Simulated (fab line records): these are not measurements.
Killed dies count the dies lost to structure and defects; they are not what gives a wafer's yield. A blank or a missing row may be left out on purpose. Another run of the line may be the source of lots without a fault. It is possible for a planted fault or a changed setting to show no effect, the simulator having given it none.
Comparing a struck lot with a sound one -- flow n5-finfet -- 38 out of 1938 route steps
Sound: these wafers, L498.2, L498.3, L498.6. Struck: wafer L499.2 (left out: L499.6, a lot-mate that was not struck); the cause follows at the end.
Each step with rows lists, per side, the tool, then ch with its chambers, then its first start. Under that, the readings that differ: sound wafers -- struck wafers -- difference of the means -- sigmas: that difference in standard deviations of wafers without a fault.
alike: words and numbers the same on both sides, and readings whose means are apart by under 2 such deviations; not compared: readings that were withheld, readings missing a value for some wafer, numbers with overlapping values and no deviation given by the record, and bounds like >300 which may hide the same value.
The two part at a step that has a row with sigmas, a row that says differs or no value, or rows on one side only. When numbers do not overlap yet have no deviation, they are printed without sigmas and do not part them. A reading missing from all wafers of one side parts the sides only when that side holds two or more wafers.

first, 9 steps without rows for these wafers: N5_PMOS_HMC_CHANNEL_EPI_SRD_25 (time 30 s); N5_PMOS_HMC_CHANNEL_EPI_EPI_26 (deposits Si from SiH4/H2, target thk 3.8 nm, time 22.7 s); N5_FIN_SAQP_PRECLEAN_42 (cleans in O3/DIW, time 60 s); N5_FIN_SAQP_PRECLEAN_00 (cleans in SC1, time 60 s); N5_FIN_SAQP_PRECLEAN_44 (cleans in SC2, time 45 s); N5_FIN_SAQP_SRD_01 (time 30 s); N5_FIN_SAQP_ALD_61 (deposits SiO2, target thk 4 nm, pulse time 1 s, purge time 2 s); N5_FIN_SAQP_DENSIFY_62 (time 60 s); N5_FIN_SAQP_HM_DEP_03 (deposits SiNx from SiH4/NH3/N2, target thk 38 nm, time 33.6 s).
N5_FIN_SAQP_PECVD_47: deposits a-Si from SiH4/He, target thk 45 nm, time 36.3 s.
  sound on pecvd-03 ch 0,1,2, day 4 22:16; struck on pecvd-03 ch 1, day 5 03:25
reading,sound,struck,difference,sigmas
run-length-s (s),73.6 72.2 73.3,79.1,+6.1,+9
model.a-Si_of_FIN_SAQP_PECVD_47.thk-nm (nm),44.51 44.95 45.7,51.97,+6.92,
  alike: chamber-pressure-Torr, heater-power-w, rf-fwd-power-W, showerhead-plenum-p-Torr, showerhead-vpp-V, throttle-valve-pct
then, 25 steps without rows for these wafers: N5_FIN_SAQP_PECVD_48 (deposits SiNx from SiH4/NH3/N2, target thk 25 nm, time 22.1 s); N5_FIN_SAQP_PECVD_06 (deposits a-Si from SiH4/He, target thk 60 nm, time 48.1 s); N5_FIN_SAQP_HM_DEP_72 (deposits SiO2 from SiH4/N2O, target thk 12 nm, time 7.2 s); N5_FIN_SAQP_COAT_49 (time 60 s, resist thk 100 nm); N5_FIN_SAQP_COAT_50 (time 60 s, resist thk 35 nm); N5_FIN_SAQP_COAT_10 (resist thk 90 nm); N5_FIN_SAQP_EBR_12; N5_FIN_SAQP_SOFTBAKE_11 (time 60 s); N5_FIN_SAQP_EXPOSE_13 (exposes mask FIN CORE, target cd 35.6 nm); N5_FIN_SAQP_PEB_14 (peb time 60 s); N5_FIN_SAQP_DEVELOP_15 (develop time 30 s); N5_FIN_SAQP_DESCUM_21 (chemistry O2, time 7.9 s); N5_FIN_SAQP_ETCH_51 (etches SiARC in CF4, target depth 45.5 nm, time 75.8 s); N5_FIN_SAQP_ETCH_52 (etches SOC in N2/H2, target depth 100 nm, overetch 20 nm, time 150 s); N5_FIN_SAQP_STRIP_53 (strips in N2/H2); N5_FIN_SAQP_HM_OPEN_73 (chemistry CHF3/O2, target SiO2, stops on a-Si, target depth 12 nm, time 16.8 s); N5_FIN_SAQP_STRIP_74 (strips in CHF3/O2); N5_FIN_SAQP_MANDREL_ETCH_22 (etches a-Si in HBr/Cl2, stops on SiNx, target depth 60 nm, bt time 10 s, time 30 s); N5_FIN_SAQP_STRIP_55 (strips in N2/H2); N5_FIN_SAQP_STRIP_23 (strips in SPM, time 750 s); N5_FIN_SAQP_SRD_66 (time 30 s); N5_FIN_SAQP_RECESS_75 (chemistry HF/NH3, target SiO2, target depth 14.4 nm, afs cycles 3, sublimation time 60 s); N5_FIN_SAQP_SPACER1_ALD_24 (deposits SiO2, target thk 20.3 nm, pulse time 1 s, purge time 2 s); N5_FIN_SAQP_SPACER1_ETCHBACK_25 (etches SiO2 in CHF3/O2, target depth 24.4 nm, time 12.2 s); N5_FIN_SAQP_MANDREL1_REMOVE_56 (chemistry HBr/Cl2/O2, target a-Si, stops on SiNx, bt time 10 s).
N5_FIN_SAQP_MANDREL_ETCH_58: etches a-Si in HBr/Cl2, stops on SiNx, target depth 45 nm, bt time 10 s, time 27 s.
  sound on rie-si-05 ch 0,1, day 5 02:16; struck on rie-si-05 ch 3, day 5 06:26
reading,sound,struck,difference,sigmas
throttle-valve-pct (%),35.6 35.6 35.7,36.4,+0.8,+2
model.etch.depth-nm (nm),44.51 44.95 45.7,51.97,+6.92,
  alike: HBr_flow_sccm, drypump-motor-current-A, oes-product-au, rf-fwd-power-W
  not compared: rf-hours-counter-h
-- the record jumps here: 6 days lie between the struck wafers' starts before and after (it left off in module FIN_SAQP and takes up again in module BEOL_M4, whose first step shown is number 1111 of the route) --
N5_BEOL_M4_RC_MEAS_101:
  sound on prober-02 ch 0, day 10 19:23; struck on prober-01 ch 0, day 11 04:33
  alike: DIBL_N, DIBL_P, IOFF_N, IOFF_P, ION_N, ION_P, SS_N, SS_P, VT_N, VT_P
-- record jumps: 5 days separate the struck wafers' starts on either side; left off in module BEOL_M4, taken up again in module PASSIVATION, whose first shown step is the route's number 1936 --
N5_PASSIVATION_PROBE_49:
  sound on prober-02, day 14 22:28; struck on prober-01, day 15 18:49
reading,sound,struck,difference,sigmas
killed_at_M4_up,8 14 7,22,+12,+2
  alike: defect-limited-yield, killed_at_M0_to_M3, killed-at-contacts, killed-at-front-end, killed-at-other, killed-dies, killed-on-rim, killed-open, killed-short, sort_bin_4_leakage, sort_bin_5_function, sort_bin_6_memory, sort-n-pass, sort-yield-pct

== WHERE THEY PART ==
First at N5_FIN_SAQP_PECVD_47; last, within this record, at N5_PASSIVATION_PROBE_49.

WHY: what had been put in by the simulator
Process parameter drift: pecvd-03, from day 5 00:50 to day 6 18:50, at N5_FIN_SAQP_PECVD_47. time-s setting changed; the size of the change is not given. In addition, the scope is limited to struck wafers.
